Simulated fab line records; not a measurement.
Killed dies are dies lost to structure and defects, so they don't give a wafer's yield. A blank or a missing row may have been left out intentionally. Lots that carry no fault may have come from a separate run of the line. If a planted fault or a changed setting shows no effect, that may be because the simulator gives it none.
fab line records ; flow nandHarc
record: lots: 24; wafers: 72; lastDay: 33
route steps=1302 shown A_CONTACT@1080 A_M0@1161 A_M1@1184
lots untouched by any fault: they come from a run of this same line in which no faults occurred
startH: hours from the record's opening day to when the first of the lot's shown wafers began ; waitH: hours from the lot's prior step to this one ; " repeats the value in the row above ; L1.1+2: one row covering several wafers at once ; - either no value or no given start ; * or withheld: withheld ; < > ~ a bound
route shown NAME@n: names a module that has steps shown in the file, with the first one's number in the route ; usual: the fault-free wafers' mean and standard deviation ; same: alike in all rows ; chamber/n: place in a boat ; sites: per-site readings ; _std_site: their standard deviation ; _edge_site: inner sites' mean taken away from outer sites' mean ; radiusMm: for every site, how far away it sits from the centre of the wafer ; mask NAME#n: copy n ; behind: the tool/chamber that last shaped the wafer ; hold: the reason the lot was held/the length of the hold in hours/how it ended ; device: transistor that didn't switch, given as n, p or np ; end of line: the route-end tests of the same wafers ; step lacking rows: just its recipe ; killed: at the first sort, the dies lost to defects and structure; wafer yield is something else ; map: per-die view of a wafer (x killed, . not killed, _ where there is no die)
set.NAME: the setting as run; set.NAME@STEP: as run at that earlier step ; model.NAME: the simulator's own value behind a step, which no gauge read
steps of the route over a sample of lots; a table a step, a row a wafer
services: from which hour (startH, from the record's first day; less than 0 if before it) a tool's chamber was out of use, for how many hours, and why
== steps ==
step: NHARC_A_CONTACT_INSPECT_10
usual: rawDefectCount: 86/47
lot.wafer;tool;chamber;startH;waitH;rawDefectCount
L074.1;defectInspect-01;-;512.04;0.0;100
L074.2;defectInspect-01;-;512.04;0.0;83
L074.5;defectInspect-01;-;512.04;0.0;85
L075.1;defectInspect-02;-;512.65;0.0;122
L075.2;defectInspect-02;-;512.65;0.0;123
L075.6;defectInspect-02;-;512.65;0.0;109
L077.1;defectInspect-02;-;525.83;0.0;30
L077.2;defectInspect-02;-;525.83;0.0;20
L077.6;defectInspect-02;-;525.83;0.0;21
L076.1;defectInspect-02;-;527.41;0.0;142
L076.2;defectInspect-02;-;527.41;0.0;155
L076.3;defectInspect-02;-;527.41;0.0;144
L078.2;defectInspect-01;-;540.22;0.0;159
L078.3;defectInspect-01;-;540.22;0.0;144
L078.6;defectInspect-01;-;540.22;0.0;152
L080.1;defectInspect-01;-;548.65;0.0;91
L080.2;defectInspect-01;-;548.65;0.0;80
L080.3;defectInspect-01;-;548.65;0.0;87
L081.2;defectInspect-01;-;574.52;0.0;144
L081.3;defectInspect-01;-;574.52;0.0;180
L081.4;defectInspect-01;-;574.52;0.0;159
L079.2;defectInspect-01;-;576.28;0.0;74
L079.4;defectInspect-01;-;576.28;0.0;65
L079.5;defectInspect-01;-;576.28;0.0;67
L082.1;defectInspect-02;-;592.07;0.0;147
L082.2;defectInspect-02;-;592.07;0.0;147
L082.5;defectInspect-02;-;592.07;0.0;191
L083.3;defectInspect-02;-;593.92;0.0;28
L083.4;defectInspect-02;-;593.92;0.0;31
L083.6;defectInspect-02;-;593.92;0.0;32
L084.4;defectInspect-02;-;615.87;0.0;79
L084.5;defectInspect-02;-;615.87;0.0;78
L084.6;defectInspect-02;-;615.87;0.0;71
L085.2;defectInspect-01;-;632.05;0.0;96
L085.5;defectInspect-01;-;632.05;0.0;96
L085.6;defectInspect-01;-;632.05;0.0;108
L087.1;defectInspect-02;-;633.87;0.0;55
L087.4;defectInspect-02;-;633.87;0.0;52
L087.6;defectInspect-02;-;633.87;0.0;55
L086.3;defectInspect-02;-;641.06;0.0;94
L086.4;defectInspect-02;-;641.06;0.0;98
L086.5;defectInspect-02;-;641.06;0.0;88
L089.2;defectInspect-02;-;653.97;0.0;23
L089.5;defectInspect-02;-;653.97;0.0;20
L089.6;defectInspect-02;-;653.97;0.0;31
L088.3;defectInspect-01;-;657.45;0.0;141
L088.5;defectInspect-01;-;657.45;0.0;143
L088.6;defectInspect-01;-;657.45;0.0;136
L091.1;defectInspect-02;-;671.33;0.0;27
L091.3;defectInspect-02;-;671.33;0.0;28
L091.4;defectInspect-02;-;671.33;0.0;26
L090.1;defectInspect-01;-;675.07;0.0;161
L090.2;defectInspect-01;-;675.07;0.0;142
L090.4;defectInspect-01;-;675.07;0.0;141
L092.1;defectInspect-01;-;683.69;0.0;55
L092.4;defectInspect-01;-;683.69;0.0;70
L092.5;defectInspect-01;-;683.69;0.0;49
L093.1;defectInspect-02;-;688.55;0.0;32
L093.2;defectInspect-02;-;688.55;0.0;39
L093.4;defectInspect-02;-;688.55;0.0;34
L095.1;defectInspect-01;-;712.03;0.0;111
L095.2;defectInspect-01;-;712.03;0.0;131
L095.4;defectInspect-01;-;712.03;0.0;146
L094.3;defectInspect-02;-;713.29;0.0;51
L094.4;defectInspect-02;-;713.29;0.0;34
L094.6;defectInspect-02;-;713.29;0.0;57
L097.2;defectInspect-02;-;720.47;0.0;50
L097.3;defectInspect-02;-;720.47;0.0;55
L097.4;defectInspect-02;-;720.47;0.0;71
L096.2;defectInspect-01;-;728.51;0.0;49
L096.3;defectInspect-01;-;728.51;0.0;48
L096.6;defectInspect-01;-;728.51;0.0;35
step: NHARC_A_CONTACT_ETCH_138
recipe: sourceW: withheld; pressureMtorr: 20; biasV: 1200; timeS: 311; targetDepthA: 19140; arFlowSccm: withheld; c4f8FlowSccm: withheld; o2FlowSccm: withheld; chemistry: C4F8/O2/Ar
usual: oesAirLineAu: 1.001/0.021
lot.wafer;tool;chamber;startH;waitH;oesAirLineAu;rfHoursCounterH
L074.2;harCapEtch-03;0;514.24;0.2;1.004;45
L074.1;harCapEtch-03;1;514.24;0.2;1.014;45
L074.5;harCapEtch-03;1;514.24;0.2;0.997;-
L075.1;harCapEtch-01;1;515.05;0.2;1.029;1
L075.2;harCapEtch-01;0;515.05;0.2;1.005;1
L075.6;harCapEtch-01;1;515.05;0.2;1.003;-
L077.1;harCapEtch-02;1;528.04;0.2;1.013;93
L077.2;harCapEtch-02;0;528.04;0.2;0.995;93
L077.6;harCapEtch-02;1;528.04;0.2;1.022;-
L076.2;harCapEtch-03;1;529.63;0.2;1.006;48
L076.1;harCapEtch-03;0;529.63;0.2;1.017;48
L076.3;harCapEtch-03;0;529.63;0.2;1.014;-
L078.2;harCapEtch-03;1;542.62;0.2;1.016;49
L078.3;harCapEtch-03;1;542.62;0.2;1.014;-
L078.6;harCapEtch-03;0;542.62;0.2;0.996;-
L080.1;harCapEtch-03;1;550.87;0.2;1.014;51
L080.2;harCapEtch-03;0;550.87;0.2;1.003;51
L080.3;harCapEtch-03;0;550.87;0.2;0.987;-
L081.2;harCapEtch-02;1;577.55;0.2;0.962;100
L081.4;harCapEtch-02;1;577.55;0.2;0.999;-
L081.3;harCapEtch-02;0;577.55;0.2;0.988;-
L079.2;harCapEtch-01;1;578.54;0.2;1.025;13
L079.4;harCapEtch-01;0;578.54;0.2;1.005;-
L079.5;harCapEtch-01;0;578.54;0.2;1.003;-
L082.2;harCapEtch-03;0;594.50;0.2;0.996;56
L082.1;harCapEtch-03;1;594.50;0.2;0.998;56
L082.5;harCapEtch-03;0;594.50;0.2;0.996;-
L083.4;harCapEtch-02;1;596.21;0.2;1.023;-
L083.3;harCapEtch-02;0;596.21;0.2;0.993;-
L083.6;harCapEtch-02;0;596.21;0.2;0.998;-
L084.4;harCapEtch-03;0;618.21;0.2;0.984;-
L084.5;harCapEtch-03;1;618.21;0.2;0.976;-
L084.6;harCapEtch-03;0;618.21;0.2;0.961;-
L085.2;harCapEtch-01;0;634.68;0.2;0.989;23
L085.6;harCapEtch-01;0;634.68;0.2;0.974;-
L085.5;harCapEtch-01;1;634.68;0.2;1.008;-
L087.1;harCapEtch-03;0;636.07;0.2;1.009;62
L087.4;harCapEtch-03;0;636.07;0.2;1.027;-
L087.6;harCapEtch-03;0;636.07;0.2;1.010;-
L086.3;harCapEtch-03;1;643.44;0.2;1.012;-
L086.4;harCapEtch-03;0;643.44;0.2;0.987;-
L086.5;harCapEtch-03;0;643.44;0.2;1.023;-
L089.2;harCapEtch-02;1;656.17;0.2;0.987;115
L089.6;harCapEtch-02;1;656.17;0.2;0.964;-
L089.5;harCapEtch-02;0;656.17;0.2;0.999;-
L088.3;harCapEtch-03;1;659.80;0.2;0.936;-
L088.6;harCapEtch-03;0;659.80;0.2;1.009;-
L088.5;harCapEtch-03;1;659.80;0.2;0.975;-
L091.1;harCapEtch-02;1;673.58;0.2;1.005;119
L091.3;harCapEtch-02;0;673.58;0.2;0.999;-
L091.4;harCapEtch-02;1;673.58;0.2;0.986;-
L090.1;harCapEtch-01;1;678.08;0.2;1.012;34
L090.2;harCapEtch-01;0;678.08;0.2;1.002;34
L090.4;harCapEtch-01;1;678.08;0.2;1.032;-
L092.1;harCapEtch-03;0;686.18;0.2;1.003;72
L092.4;harCapEtch-03;1;686.18;0.2;0.970;-
L092.5;harCapEtch-03;1;686.18;0.2;1.031;-
L093.2;harCapEtch-01;1;690.76;0.2;0.979;36
L093.1;harCapEtch-01;0;690.76;0.2;1.017;36
L093.4;harCapEtch-01;0;690.76;0.2;1.060;-
L095.2;harCapEtch-02;1;714.28;0.2;1.011;126
L095.1;harCapEtch-02;0;714.28;0.2;0.991;126
L095.4;harCapEtch-02;1;714.28;0.2;0.995;-
L094.3;harCapEtch-01;1;715.59;0.2;0.985;-
L094.4;harCapEtch-01;0;715.59;0.2;0.995;-
L094.6;harCapEtch-01;0;715.59;0.2;1.004;-
L097.2;harCapEtch-01;1;723.01;0.3;1.004;43
L097.4;harCapEtch-01;1;723.01;0.3;1.018;-
L097.3;harCapEtch-01;0;723.01;0.3;1.013;-
L096.2;harCapEtch-03;1;731.04;0.3;0.971;79
L096.3;harCapEtch-03;1;731.04;0.3;1.011;-
L096.6;harCapEtch-03;0;731.04;0.3;0.972;-
step: NHARC_A_M0_ANNEAL_30
recipe: tempC: 225; timeS: 90
usual: wafer_temp_C_max: 226.5/0.58
lot.wafer;tool;chamber;startH;waitH;wafer_temp_C_max
L074.1;rtpAnneal-01;0;524.16;-;228.1
L074.2;rtpAnneal-01;0;524.16;-;227.1
L074.5;rtpAnneal-01;0;524.16;-;227.3
L075.1;rtpAnneal-01;0;524.92;-;226.3
L075.2;rtpAnneal-01;0;524.92;-;226.8
L075.6;rtpAnneal-01;0;524.92;-;227.3
L077.1;rtpAnneal-02;0;537.83;-;226.2
L077.2;rtpAnneal-02;0;537.83;-;226.5
L077.6;rtpAnneal-02;0;537.83;-;225.8
L076.1;rtpAnneal-02;0;539.73;0.3;225.8
L076.2;rtpAnneal-02;0;539.73;0.3;226.5
L076.3;rtpAnneal-02;0;539.73;0.3;226.3
L078.2;rtpAnneal-01;0;552.77;0.3;227.6
L078.3;rtpAnneal-01;0;552.77;0.3;227.1
L078.6;rtpAnneal-01;0;552.77;0.3;227.8
L080.1;rtpAnneal-02;0;560.99;-;226.5
L080.2;rtpAnneal-02;0;560.99;-;225.9
L080.3;rtpAnneal-02;0;560.99;-;226.0
L081.2;rtpAnneal-02;0;587.75;0.4;226.1
L081.3;rtpAnneal-02;0;587.75;0.4;225.6
L081.4;rtpAnneal-02;0;587.75;0.4;225.9
L079.2;rtpAnneal-01;0;588.73;-;227.3
L079.4;rtpAnneal-01;0;588.73;-;227.0
L079.5;rtpAnneal-01;0;588.73;-;227.0
L082.1;rtpAnneal-01;0;604.31;-;227.2
L082.2;rtpAnneal-01;0;604.31;-;227.1
L082.5;rtpAnneal-01;0;604.31;-;227.0
L083.3;rtpAnneal-02;0;605.97;0.3;226.0
L083.4;rtpAnneal-02;0;605.97;0.3;226.1
L083.6;rtpAnneal-02;0;605.97;0.3;226.3
L084.4;rtpAnneal-01;0;628.09;0.3;227.5
L084.5;rtpAnneal-01;0;628.09;0.3;227.2
L084.6;rtpAnneal-01;0;628.09;0.3;226.9
L085.2;rtpAnneal-02;0;644.79;-;226.1
L085.5;rtpAnneal-02;0;644.79;-;226.2
L085.6;rtpAnneal-02;0;644.79;-;226.5
L087.1;rtpAnneal-02;0;645.82;0.3;226.3
L087.4;rtpAnneal-02;0;645.82;0.3;226.1
L087.6;rtpAnneal-02;0;645.82;0.3;226.4
L086.3;rtpAnneal-01;0;653.34;0.3;226.6
L086.4;rtpAnneal-01;0;653.34;0.3;227.1
L086.5;rtpAnneal-01;0;653.34;0.3;226.6
L089.2;rtpAnneal-02;0;666.36;-;226.2
L089.5;rtpAnneal-02;0;666.36;-;225.8
L089.6;rtpAnneal-02;0;666.36;-;226.1
L088.3;rtpAnneal-02;0;670.12;0.3;226.1
L088.5;rtpAnneal-02;0;670.12;0.3;226.0
L088.6;rtpAnneal-02;0;670.12;0.3;226.2
L091.1;rtpAnneal-02;0;683.48;0.3;225.8
L091.3;rtpAnneal-02;0;683.48;0.3;226.0
L091.4;rtpAnneal-02;0;683.48;0.3;226.2
L090.1;rtpAnneal-02;0;688.62;-;226.3
L090.2;rtpAnneal-02;0;688.62;-;226.4
L090.4;rtpAnneal-02;0;688.62;-;226.5
L092.1;rtpAnneal-02;0;695.93;0.3;226.3
L092.4;rtpAnneal-02;0;695.93;0.3;226.1
L092.5;rtpAnneal-02;0;695.93;0.3;226.4
L093.1;rtpAnneal-02;0;700.52;0.3;225.6
L093.2;rtpAnneal-02;0;700.52;0.3;225.8
L093.4;rtpAnneal-02;0;700.52;0.3;225.8
L095.1;rtpAnneal-01;0;724.34;0.3;226.7
L095.2;rtpAnneal-01;0;724.34;0.3;227.4
L095.4;rtpAnneal-01;0;724.34;0.3;227.0
L094.3;rtpAnneal-02;0;725.88;-;226.1
L094.4;rtpAnneal-02;0;725.88;-;226.0
L094.6;rtpAnneal-02;0;725.88;-;226.1
L097.2;rtpAnneal-01;0;733.10;0.4;227.2
L097.3;rtpAnneal-01;0;733.10;0.4;227.3
L097.4;rtpAnneal-01;0;733.10;0.4;227.4
L096.2;rtpAnneal-02;0;741.00;0.4;226.2
L096.3;rtpAnneal-02;0;741.00;0.4;226.2
L096.6;rtpAnneal-02;0;741.00;0.4;226.6
step: NHARC_A_M0_DEP_32
recipe: targetThkA: 300; tempC: 370; targetThkNm: 30; pressureTorr: 3; flowSccm: 200; rfW: 450; material: SiCN
usual: heaterPowerW: 590/82
lot.wafer;tool;chamber;startH;waitH;heaterPowerW
L074.2;pecvd-02;2;525.17;0.1;486
L074.1;pecvd-02;0;525.17;0.1;665
L074.5;pecvd-02;2;525.17;0.1;491
L075.1;pecvd-04;1;525.92;0.1;586
L075.2;pecvd-04;2;525.92;0.1;537
L075.6;pecvd-04;1;525.92;0.1;599
L077.1;pecvd-02;0;538.83;0.1;646
L077.2;pecvd-02;1;538.83;0.1;588
L077.6;pecvd-02;0;538.83;0.1;635
L076.1;pecvd-01;0;540.69;0.1;524
L076.3;pecvd-01;1;540.69;0.1;703
L076.2;pecvd-01;2;540.69;0.1;577
L078.3;pecvd-01;1;553.69;0.1;761
L078.2;pecvd-01;0;553.69;0.1;547
L078.6;pecvd-01;0;553.69;0.1;533
L080.3;pecvd-02;0;561.95;0.1;637
L080.1;pecvd-02;1;561.95;0.1;602
L080.2;pecvd-02;2;561.95;0.1;503
L081.2;pecvd-01;0;588.66;0.1;506
L081.3;pecvd-01;1;588.66;0.1;786
L081.4;pecvd-01;2;588.66;0.1;530
L079.2;pecvd-04;1;589.68;0.1;553
L079.5;pecvd-04;1;589.68;0.1;561
L079.4;pecvd-04;2;589.68;0.1;589
L082.2;pecvd-04;0;605.28;0.1;737
L082.1;pecvd-04;2;605.28;0.1;595
L082.5;pecvd-04;2;605.28;0.1;604
L083.3;pecvd-01;0;606.91;0.1;539
L083.6;pecvd-01;1;606.91;0.1;781
L083.4;pecvd-01;2;606.91;0.1;553
L084.4;pecvd-01;2;629.04;0.2;513
L084.5;pecvd-01;0;629.04;0.2;536
L084.6;pecvd-01;1;629.04;0.2;680
L085.2;pecvd-02;0;645.69;0.1;660
L085.6;pecvd-02;0;645.69;0.1;669
L085.5;pecvd-02;1;645.69;0.1;572
L087.1;pecvd-04;1;646.89;0.1;576
L087.6;pecvd-04;2;646.89;0.1;599
L087.4;pecvd-04;0;646.89;0.1;712
L086.3;pecvd-01;2;654.29;0.1;527
L086.5;pecvd-01;0;654.29;0.1;520
L086.4;pecvd-01;2;654.29;0.1;541
L089.2;pecvd-01;2;671.68;0.1;507
L089.5;pecvd-01;1;671.68;0.1;671
L089.6;pecvd-01;0;671.68;0.1;509
L088.3;pecvd-02;2;671.93;0.1;416
L088.6;pecvd-02;2;671.93;0.1;404
L088.5;pecvd-02;1;671.93;0.1;553
L091.1;pecvd-04;2;684.44;0.1;496
L091.3;pecvd-04;0;684.44;0.1;706
L091.4;pecvd-04;2;684.44;0.1;494
L090.1;pecvd-01;0;689.58;0.1;583
L090.2;pecvd-01;2;689.58;0.1;618
L090.4;pecvd-01;2;689.58;0.1;599
L092.1;pecvd-01;2;696.98;0.1;557
L092.4;pecvd-01;0;696.98;0.1;522
L092.5;pecvd-01;2;696.98;0.1;560
L093.1;pecvd-04;1;701.49;0.1;554
L093.2;pecvd-04;2;701.49;0.1;533
L093.4;pecvd-04;2;701.49;0.1;549
L095.2;pecvd-01;2;725.35;0.1;598
L095.1;pecvd-01;0;725.35;0.1;547
L095.4;pecvd-01;2;725.35;0.1;621
L094.3;pecvd-01;0;726.82;0.1;591
L094.6;pecvd-01;2;726.82;0.1;500
L094.4;pecvd-01;0;726.82;0.1;574
L097.2;pecvd-04;1;734.01;0.1;590
L097.3;pecvd-04;0;734.01;0.1;634
L097.4;pecvd-04;2;734.01;0.1;578
L096.2;pecvd-02;0;741.95;0.1;591
L096.3;pecvd-02;1;741.95;0.1;578
L096.6;pecvd-02;1;741.95;0.1;594
step: NHARC_A_M1_ETCH_15
recipe: targetDepthA: 1825; timeS: 91.2; c4f8FlowSccm: withheld; arFlowSccm: 400; rfW: 600; biasW: 300; chemistry: C4F8/Ar
usual: oesProductAu: 0.951/0.023; rfVppV: 440/3.2
lot.wafer;tool;chamber;startH;waitH;oesProductAu;rfHoursCounterH;rfVppV
L074.1;rieDiel-07;2;-;-;0.952;3.6;445
L074.2;rieDiel-07;3;-;-;0.973;2.9;445
L074.5;rieDiel-07;3;-;-;0.974;-;444
L075.1;rieDiel-07;2;-;-;0.965;3.7;445
L075.2;rieDiel-07;0;-;-;0.983;3.4;437
L075.6;rieDiel-07;2;-;-;0.967;-;444
L077.2;rieDiel-07;2;-;-;0.933;4.6;443
L077.1;rieDiel-07;3;-;-;0.955;3.5;444
L077.6;rieDiel-07;1;-;-;0.917;-;436
L076.1;rieDiel-07;2;-;-;0.954;5.1;444
L076.3;rieDiel-07;0;-;-;0.976;4.2;435
L076.2;rieDiel-07;1;-;-;0.951;3.2;438
L078.3;rieDiel-13;2;-;-;0.948;0.4;443
L078.2;rieDiel-13;0;-;-;0.945;0.4;440
L078.6;rieDiel-13;3;-;-;0.923;-;436
L080.1;rieDiel-13;1;-;-;0.959;0.6;439
L080.2;rieDiel-13;2;-;-;1.002;0.6;439
L080.3;rieDiel-13;0;-;-;0.977;0.6;440
L081.2;rieDiel-07;2;-;-;0.972;8.2;445
L081.4;rieDiel-07;3;-;-;0.985;6.8;445
L081.3;rieDiel-07;1;-;-;0.948;6.2;438
L079.2;rieDiel-13;0;-;-;0.934;1.7;441
L079.4;rieDiel-13;2;-;-;0.939;1.5;440
L079.5;rieDiel-13;1;-;-;0.938;-;439
L082.1;rieDiel-07;3;-;-;0.950;7.3;444
L082.2;rieDiel-07;2;-;-;0.919;8.7;444
L082.5;rieDiel-07;0;-;-;0.932;-;435
L083.4;rieDiel-07;1;-;-;0.953;6.7;437
L083.3;rieDiel-07;0;-;-;0.963;7.5;435
L083.6;rieDiel-07;1;-;-;0.947;-;436
L084.4;rieDiel-13;1;-;-;0.926;2.7;438
L084.5;rieDiel-13;3;-;-;0.934;-;437
L084.6;rieDiel-13;0;-;-;0.954;-;440
L085.2;rieDiel-13;1;-;-;0.926;3.1;438
L085.5;rieDiel-13;3;-;-;0.919;-;438
L085.6;rieDiel-13;1;-;-;0.924;-;438
L087.1;rieDiel-08;3;-;-;0.963;6.1;443
L087.4;rieDiel-08;1;-;-;0.997;5.3;437
L087.6;rieDiel-08;0;-;-;0.955;-;439
L086.4;rieDiel-13;2;-;-;0.971;3.5;442
L086.3;rieDiel-13;1;-;-;0.956;3.5;437
L086.5;rieDiel-13;2;-;-;0.963;-;440
L089.2;rieDiel-13;3;-;-;0.937;3.5;437
L089.5;rieDiel-13;3;-;-;0.952;-;438
L089.6;rieDiel-13;0;-;-;0.986;-;439
L088.3;rieDiel-08;0;-;-;0.930;7.4;439
L088.6;rieDiel-08;1;-;-;0.949;-;436
L088.5;rieDiel-08;2;-;-;0.934;-;446
L091.4;rieDiel-08;0;-;-;0.948;7.7;438
L091.3;rieDiel-08;2;-;-;0.971;8.3;445
L091.1;rieDiel-08;3;-;-;0.958;8.4;443
L090.2;rieDiel-08;1;-;-;0.927;7.7;437
L090.1;rieDiel-08;3;-;-;0.921;8.4;442
L090.4;rieDiel-08;0;-;-;0.921;7.8;440
L092.1;rieDiel-08;3;-;-;0.915;8.8;442
L092.4;rieDiel-08;1;-;-;0.947;8.0;437
L092.5;rieDiel-08;2;-;-;0.931;-;444
L093.4;rieDiel-07;1;-;-;0.954;2.2;438
L093.1;rieDiel-07;2;-;-;0.990;2.9;445
L093.2;rieDiel-07;3;-;-;0.968;3.1;445
L095.2;rieDiel-13;1;-;-;0.980;0.7;438
L095.4;rieDiel-13;2;-;-;0.986;0.5;441
L095.1;rieDiel-13;3;-;-;0.957;0.5;436
L094.3;rieDiel-07;3;-;-;0.913;4.0;444
L094.4;rieDiel-07;1;-;-;0.921;3.4;436
L094.6;rieDiel-07;3;-;-;0.917;-;444
L097.4;rieDiel-13;3;-;-;0.952;1.1;436
L097.3;rieDiel-13;0;-;-;0.966;1.0;440
L097.2;rieDiel-13;1;-;-;0.974;1.1;439
L096.3;rieDiel-07;2;-;-;0.938;5.0;443
L096.2;rieDiel-07;3;-;-;0.911;4.8;443
L096.6;rieDiel-07;0;-;-;0.939;-;437
step: NHARC_A_M1_PVD_20
recipe: targetThkA: 50; biasV: 168.6; powerW: 15000; chamberPressurePa: 0.12; timeS: 8.06; substrateTempC: 50; material: TaN
usual: biasV: 168.5/1.8; throttleValvePct: 30.4/0.87
lot.wafer;tool;chamber;startH;waitH;biasV;throttleValvePct
L074.1;pvdSputter-01;-;-;-;166.2;32.1
L074.2;pvdSputter-01;-;-;-;171.5;30.0
L074.5;pvdSputter-01;-;-;-;166.1;32.0
L075.1;pvdSputter-03;-;-;-;164.4;29.8
L075.2;pvdSputter-03;-;-;-;167.4;30.7
L075.6;pvdSputter-03;-;-;-;166.5;30.2
L077.1;pvdSputter-01;-;-;-;167.5;29.9
L077.2;pvdSputter-01;-;-;-;171.3;30.7
L077.6;pvdSputter-01;-;-;-;168.7;29.7
L076.1;pvdSputter-02;-;-;-;169.6;31.7
L076.2;pvdSputter-02;-;-;-;169.5;30.3
L076.3;pvdSputter-02;-;-;-;169.5;29.6
L078.3;pvdSputter-01;-;-;-;167.1;30.1
L078.2;pvdSputter-01;-;-;-;162.9;32.3
L078.6;pvdSputter-01;-;-;-;167.9;29.7
L080.2;pvdSputter-02;-;-;-;169.1;30.3
L080.3;pvdSputter-02;-;-;-;166.5;29.6
L080.1;pvdSputter-02;-;-;-;169.9;30.6
L081.4;pvdSputter-03;-;-;-;168.7;29.6
L081.3;pvdSputter-03;-;-;-;170.0;31.0
L081.2;pvdSputter-03;-;-;-;165.0;28.7
L079.4;pvdSputter-02;-;-;-;166.7;30.3
L079.2;pvdSputter-02;-;-;-;168.5;31.4
L079.5;pvdSputter-02;-;-;-;164.5;30.2
L082.2;pvdSputter-02;-;-;-;168.2;30.4
L082.1;pvdSputter-02;-;-;-;166.7;30.2
L082.5;pvdSputter-02;-;-;-;168.0;31.6
L083.4;pvdSputter-01;-;-;-;168.8;29.7
L083.3;pvdSputter-01;-;-;-;167.3;30.0
L083.6;pvdSputter-01;-;-;-;168.0;29.7
L084.4;pvdSputter-02;-;-;-;170.5;29.6
L084.6;pvdSputter-02;-;-;-;170.9;29.5
L084.5;pvdSputter-02;-;-;-;165.6;31.4
L085.2;pvdSputter-03;-;-;-;165.6;28.9
L085.5;pvdSputter-03;-;-;-;167.8;29.8
L085.6;pvdSputter-03;-;-;-;165.5;31.3
L087.1;pvdSputter-01;-;-;-;166.5;30.1
L087.4;pvdSputter-01;-;-;-;170.0;32.2
L087.6;pvdSputter-01;-;-;-;168.2;30.1
L086.4;pvdSputter-03;-;-;-;167.8;30.8
L086.3;pvdSputter-03;-;-;-;168.8;29.1
L086.5;pvdSputter-03;-;-;-;169.6;31.1
L089.2;pvdSputter-03;-;-;-;167.3;28.9
L089.5;pvdSputter-03;-;-;-;169.1;31.1
L089.6;pvdSputter-03;-;-;-;169.3;28.9
L088.3;pvdSputter-01;-;-;-;170.2;29.8
L088.5;pvdSputter-01;-;-;-;170.0;30.1
L088.6;pvdSputter-01;-;-;-;170.4;29.6
L091.4;pvdSputter-02;-;-;-;172.3;31.4
L091.3;pvdSputter-02;-;-;-;167.2;29.9
L091.1;pvdSputter-02;-;-;-;166.9;31.1
L090.2;pvdSputter-03;-;-;-;168.7;31.2
L090.1;pvdSputter-03;-;-;-;168.9;31.0
L090.4;pvdSputter-03;-;-;-;165.0;29.2
L092.1;pvdSputter-03;-;-;-;169.1;31.2
L092.4;pvdSputter-03;-;-;-;170.2;31.3
L092.5;pvdSputter-03;-;-;-;169.6;31.0
L093.1;pvdSputter-02;-;-;-;168.4;30.0
L093.2;pvdSputter-02;-;-;-;167.3;29.5
L093.4;pvdSputter-02;-;-;-;169.7;31.5
L095.4;pvdSputter-01;-;-;-;169.9;29.8
L095.2;pvdSputter-01;-;-;-;169.8;29.8
L095.1;pvdSputter-01;-;-;-;169.3;29.8
L094.3;pvdSputter-02;-;-;-;168.9;31.0
L094.4;pvdSputter-02;-;-;-;169.0;29.9
L094.6;pvdSputter-02;-;-;-;167.6;30.9
L097.3;pvdSputter-01;-;-;-;167.5;29.6
L097.2;pvdSputter-01;-;-;-;170.0;30.1
L097.4;pvdSputter-01;-;-;-;166.6;32.3
L096.3;pvdSputter-01;-;-;-;168.8;29.9
L096.2;pvdSputter-01;-;-;-;173.5;30.2
L096.6;pvdSputter-01;-;-;-;166.2;29.6
== services ==
tool;chamber;startH;hours;kind
pecvd-01;-;492.02;13.0;pm
rieDiel-07;1;498.53;7.9;repair
rieDiel-07;3;500.99;3.9;repair
pvdSputter-02;-;518.09;1.1;repair
rieDiel-13;-;519.00;9.0;pm
rieDiel-07;1;523.99;7.7;repair
rieDiel-13;3;532.31;2.1;repair
pvdSputter-02;-;538.30;4.0;repair
rieDiel-07;0;560.61;4.9;repair
rieDiel-13;-;561.16;1.5;repair
rieDiel-13;3;578.86;3.7;repair
pvdSputter-01;-;582.03;10.0;pm
pvdSputter-02;-;588.24;1.4;repair
rieDiel-13;-;601.09;0.8;repair
pvdSputter-02;-;638.01;10.0;pm
rieDiel-07;2;640.24;1.5;repair
rieDiel-13;2;645.70;2.0;repair
rieDiel-07;-;648.20;9.0;pm
pecvd-01;-;673.02;13.0;pm
rieDiel-13;2;684.25;20.9;repair
rieDiel-13;-;696.00;9.0;pm
rieDiel-13;-;706.22;0.6;repair
rieDiel-13;2;709.97;16.7;repair
rtpAnneal-02;-;744.27;12.0;pm
== key ==
fault none
